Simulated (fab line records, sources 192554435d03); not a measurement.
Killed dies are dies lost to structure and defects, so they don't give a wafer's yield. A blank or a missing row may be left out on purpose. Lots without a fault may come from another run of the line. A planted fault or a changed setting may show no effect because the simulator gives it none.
Chamber matching | flow n5_finfet | N5_FIN_CUT_CUT_ETCH_26 on rie_diel-02: 4 sister chambers
The step etches SiNx in CH3F/O2, target depth 39 nm, time 55.7 s. 4 wafers are shown with their chamber, then 11 later ones without.

WAFERS WITH THEIR CHAMBER
wafer  | chamber | showerhead_plenum_p_Torr (Torr)
L083.5 | 3       | 1.96
L084.1 | 1       | 1.89
L084.5 | 0       | 1.99
L087.1 | 2       | 2.12

WAFERS WITHOUT THEIR CHAMBER
wafer  | showerhead_plenum_p_Torr (Torr)
L087.4 | 1.99
L087.6 | 2.12
L088.1 | 2.12
L088.4 | 1.96
L088.5 | 1.99
L091.1 | 1.98
L091.3 | 2.11
L091.6 | 1.89
L097.1 | 1.98
L097.2 | 1.89
L097.3 | 1.95

WHICH CHAMBER EACH WENT THROUGH
wafer  | from the rows above     | in truth
L087.4 | 0                       | 0
L087.6 | 2                       | 2
L088.1 | 2                       | 2
L088.4 | 3                       | 3
L088.5 | 0                       | 0
L091.1 | can't be placed: 0 or 3 | 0
L091.3 | 2                       | 2
L091.6 | 1                       | 1
L097.1 | can't be placed: 0 or 3 | 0
L097.2 | 1                       | 1
L097.3 | 3                       | 3
Placed correctly: 9 of 11. Can't be placed from these rows: 2 (the true chamber is among the candidates in 2). Placed wrongly: 0.
How it was worked out, from the rows above alone: a wafer's distance from a chamber is the root of the sum, over the readings, of the square of ((its reading less the chamber's mean) divided by the reading's scatter). The wafer belongs to the nearest chamber; if the next one is less than 2 further off, it can't be placed. A chamber's mean is the mean of its shown wafers. The scatter: with one shown wafer a chamber, the root of the mean of the squares of how far each hidden wafer lies from its nearest shown one.
